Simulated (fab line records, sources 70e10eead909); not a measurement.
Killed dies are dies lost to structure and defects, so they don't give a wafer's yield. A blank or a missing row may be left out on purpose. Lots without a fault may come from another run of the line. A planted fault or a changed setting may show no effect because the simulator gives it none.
Which tool did it? | flow nand_harc | 15 lots, 45 wafers sampled, at 5 steps of a route of 1302

WHAT THE GAUGES READ, wafer by wafer
NHARC_A_BLC_CD_MEAS_10: target cd 100 nm. Usual: cd_nm 100.0 nm, standard deviation 0.56.
lot  | measured     | on        | cd_nm (nm)        | flag
L291 | day 23 03:58 | cd_sem-01 | 100.3 99.6 100.6  |
L290 | day 23 07:07 | cd_sem-01 | 100.4 100.5 100.0 |
L294 | day 24 01:46 | cd_sem-03 | 99.9 100.3 100.4  |
L293 | day 24 14:55 | cd_sem-02 | 100.0 99.4 100.3  |
L295 | day 24 20:56 | cd_sem-02 | 99.8 100.3 99.9   |
L296 | day 24 21:17 | cd_sem-01 | 99.4 99.8 99.2    |
L303 | day 27 22:00 | cd_sem-02 | 100.4 99.9 99.8   |
L304 | day 28 12:39 | cd_sem-02 | 99.8 100.4 100.3  |
L305 | day 29 19:48 | cd_sem-01 | 98.5 99.1 98.6    |
L306 | day 30 00:39 | cd_sem-02 | 99.6 99.6 99.5    |
L307 | day 30 11:42 | cd_sem-03 | 100.2 99.7 100.0  |
L311 | day 31 02:24 | cd_sem-02 | 100.7 100.6 100.2 |
L310 | day 31 11:40 | cd_sem-03 | 99.8 99.8 99.2    |
L308 | day 31 21:07 | cd_sem-02 | 100.3 100.2 100.3 |
L312 | day 32 00:47 | cd_sem-02 | 100.6 100.2 100.0 |

NHARC_A_BLC_INSPECT_28. Usual: raw_defect_count 545, standard deviation 140.
lot  | measured     | on                | raw_defect_count | flag
L291 | day 23 07:19 | defect_inspect-02 | 607 722 1016     |
L290 | day 23 10:14 | defect_inspect-01 | 441 510 419      |
L294 | day 24 04:53 | defect_inspect-01 | 446 442 448      |
L293 | day 24 18:02 | defect_inspect-02 | 6824 6613 6691   | OFF
L295 | day 25 00:05 | defect_inspect-01 | 6665 6538 6781   | OFF
L296 | day 25 00:25 | defect_inspect-02 | 6821 6823 6635   | OFF
L303 | day 28 01:12 | defect_inspect-02 | 674 562 1151     |
L304 | day 28 16:34 | defect_inspect-01 | 339 289 489      |
L305 | day 29 22:56 | defect_inspect-02 | 643 400 520      |
L306 | day 30 03:47 | defect_inspect-02 | 593 471 503      |
L307 | day 30 14:50 | defect_inspect-02 | 531 501 467      |
L311 | day 31 05:32 | defect_inspect-01 | 586 583 407      |
L310 | day 31 14:47 | defect_inspect-01 | 498 583 816      |
L308 | day 32 00:14 | defect_inspect-01 | 409 406 322      |
L312 | day 32 04:05 | defect_inspect-01 | 345 353 427      |

NHARC_A_M0_OVL_MEAS_10: pitch 160 nm. Usual: overlay_x_nm 0.1 nm, standard deviation 0.78; overlay_y_nm 0.3 nm, standard deviation 0.92.
lot  | measured     | on         | overlay_x_nm (nm) | overlay_y_nm (nm) | flag
L291 | day 23 08:11 | overlay-02 | 1.4 1.0 0.9       | -1.5 -1.6 -1.7    |
L290 | day 23 11:14 | overlay-02 | 0.2 0.4 0.0       | -1.8 -1.4 -1.4    |
L294 | day 24 05:52 | overlay-02 | -0.6 -0.3 -0.2    | -0.4 -0.3 -0.9    |
L303 | day 28 02:04 | overlay-01 | 0.1 0.3 0.5       | 1.3 0.4 1.1       |
L304 | day 28 17:32 | overlay-02 | -0.7 -0.2 -0.4    | 0.3 0.6 1.1       |
L305 | day 29 23:55 | overlay-02 | -1.3 -0.8 -1.4    | -0.3 -0.2 -0.6    |
L306 | day 30 04:46 | overlay-01 | -0.5 0.2 0.1      | 0.5 -0.2 0.2      |
L307 | day 30 15:50 | overlay-01 | -0.6 -0.1 -0.8    | 1.4 1.8 1.4       |
L311 | day 31 06:31 | overlay-01 | 1.1 1.4 0.7       | 0.0 -0.1 0.0      |
L310 | day 31 15:39 | overlay-01 | 0.4 -0.1 -0.4     | -0.2 -0.7 -0.6    |
L308 | day 32 01:14 | overlay-02 | 2.0 2.4 2.3       | 0.9 0.8 0.0       |
L312 | day 32 05:05 | overlay-02 | 0.1 0.3 0.7       | 0.7 0.7 0.5       |

WHICH TOOL RAN EACH LOT (tool, then ch and the chambers of the sampled wafers, then the start)
lot  | NHARC_A_CONTACT_ALD_18              | NHARC_A_BLC_CMP_25
L291 | ald_metal-04 ch 0,2,3, day 23 01:58 | cmp-04 ch 1,2,3, day 23 06:55
L290 | ald_metal-04 ch 2,3, day 23 05:05   | cmp-03 ch 1,2, day 23 09:50
L294 | ald_metal-02 ch 1,2, day 23 23:43   | cmp-02 ch 0,1,3, day 24 04:30
L293 | ald_metal-02 ch 0,2, day 24 12:56   | cmp-02 ch 1,2,3, day 24 17:38
L295 | ald_metal-01 ch 1,2, day 24 18:10   | cmp-02 ch 1,3, day 24 23:41
L296 | ald_metal-02 ch 0,1,2, day 24 19:16 | cmp-04 ch 0,1,2, day 25 00:02
L303 | ald_metal-04 ch 2,3, day 27 18:27   | cmp-04 ch 0,1,3, day 28 00:48
L304 | ald_metal-02 ch 0,2,3, day 28 10:43 | cmp-03 ch 2,3, day 28 16:09
L305 | ald_metal-02 ch 2,3, day 29 17:49   | cmp-04 ch 1,2,3, day 29 22:35
L306 | ald_metal-01 ch 0,1, day 29 22:47   | cmp-04 ch 2,3, day 30 03:24
L307 | ald_metal-02 ch 0,2,3, day 30 09:44 | cmp-04 ch 0,1, day 30 14:26
L311 | ald_metal-02 ch 0,1,3, day 31 00:23 | cmp-04 ch 1,2,3, day 31 05:11
L310 | ald_metal-02 ch 0,2,3, day 31 08:52 | cmp-02 ch 0,2,3, day 31 14:26
L308 | ald_metal-02 ch 0,1,3, day 31 19:06 | cmp-03 ch 0,1,3, day 31 23:50
L312 | ald_metal-04 ch 0,3, day 31 22:49   | cmp-02 ch 0,1,3, day 32 03:46
- NHARC_A_CONTACT_ALD_18: deposits TiN, target thk 3 nm, pulse time 1 s, ald cycles 150.
- NHARC_A_BLC_CMP_25: polishes, t overpolish 30 s, target thk 150 nm.

WHAT THE TOOLS THEMSELVES READ (means of the sampled wafers that have a number; where no wafer has one, the mark that the record gives instead)
NHARC_A_CONTACT_ALD_18. Usual: heater_power_w 1032 W, standard deviation 67; precursor_pulse_height_rel 1.000, standard deviation 0.019.
lot  | tool         | heater_power_w (W) | precursor_pulse_height_rel | flag
L291 | ald_metal-04 | 1014               | 0.975                      |
L290 | ald_metal-04 | 1012               | 0.996                      |
L294 | ald_metal-02 | 1050               | 0.996                      |
L293 | ald_metal-02 | 1012               | 1.009                      |
L295 | ald_metal-01 | 977                | 1.021                      |
L296 | ald_metal-02 | 1043               | 0.994                      |
L303 | ald_metal-04 | 1022               | 1.003                      |
L304 | ald_metal-02 | 1045               | 1.021                      |
L305 | ald_metal-02 | 1077               | 0.999                      |
L306 | ald_metal-01 | 1060               | 0.977                      |
L307 | ald_metal-02 | 1046               | 1.000                      |
L311 | ald_metal-02 | 1056               | 1.003                      |
L310 | ald_metal-02 | 1056               | 1.018                      |
L308 | ald_metal-02 | 1036               | 1.010                      |
L312 | ald_metal-04 | 1076               | 0.991                      |

NHARC_A_BLC_CMP_25. Usual: edge_zone_pressure_frac 1.001, standard deviation 0.005; motor_current_A 12.5 A, standard deviation 1.3; overpolish_run_s 30.001 s, standard deviation 0.0092; time_to_endpoint_s 29.7 s, standard deviation 2.4.
lot  | tool   | edge_zone_pressure_frac | motor_current_A (A) | overpolish_run_s (s) | time_to_endpoint_s (s) | flag
L291 | cmp-04 | 0.999                   | 13.1                | 29.993               | 29.0                   |
L290 | cmp-03 | 1.002                   | 12.1                | 30.000               | 30.5                   |
L294 | cmp-02 | 1.003                   | 11.6                | 30.002               | 28.8                   |
L293 | cmp-02 | -                       | -                   | -                    | -                      | OFF
L295 | cmp-02 | -                       | -                   | -                    | -                      | OFF
L296 | cmp-04 | -                       | -                   | -                    | -                      | OFF
L303 | cmp-04 | 1.006                   | 14.0                | 30.000               | 31.1                   |
L304 | cmp-03 | 1.006                   | 12.4                | 30.004               | 25.6                   |
L305 | cmp-04 | 1.000                   | 13.1                | 29.997               | 30.5                   |
L306 | cmp-04 | 1.001                   | 14.0                | 29.994               | 25.5                   |
L307 | cmp-04 | 1.007                   | 14.5                | 30.003               | 28.5                   |
L311 | cmp-04 | 1.003                   | 13.2                | 29.997               | 29.3                   |
L310 | cmp-02 | 0.999                   | 12.0                | 30.009               | 29.5                   |
L308 | cmp-03 | 0.997                   | 11.9                | 29.993               | 27.2                   |
L312 | cmp-02 | 1.000                   | 11.7                | 30.000               | 31.8                   |

THE ANSWER, worked out from the rows above alone
Rule: a lot is off if the mean of its wafers that have a number lies more than 3 standard deviations from the usual mean. A lot without any number at a reading at which 4 lots or more have one is off too. The other lots that the step has rows for count as sound. The gauges are gone through in route order, then the tools' own readings, and for those a lot's mean is taken as printed above. The first step at which some lot is off is used, and at that step the reading that is off furthest; a lot without a number counts as furthest.
Off: L293, L295, L296, at NHARC_A_BLC_INSPECT_28 (raw_defect_count).
A tool fits if, at a process step before that reading, it ran every lot that is off, and no sound lot after the first of them. The gauges at NHARC_A_BLC_INSPECT_28 aren't tried: what is off there is off at NHARC_A_BLC_CMP_25 too, on other tools, and a gauge's error can't cause that. None of those tried fits.

WHAT THE SIMULATOR HAD PUT IN
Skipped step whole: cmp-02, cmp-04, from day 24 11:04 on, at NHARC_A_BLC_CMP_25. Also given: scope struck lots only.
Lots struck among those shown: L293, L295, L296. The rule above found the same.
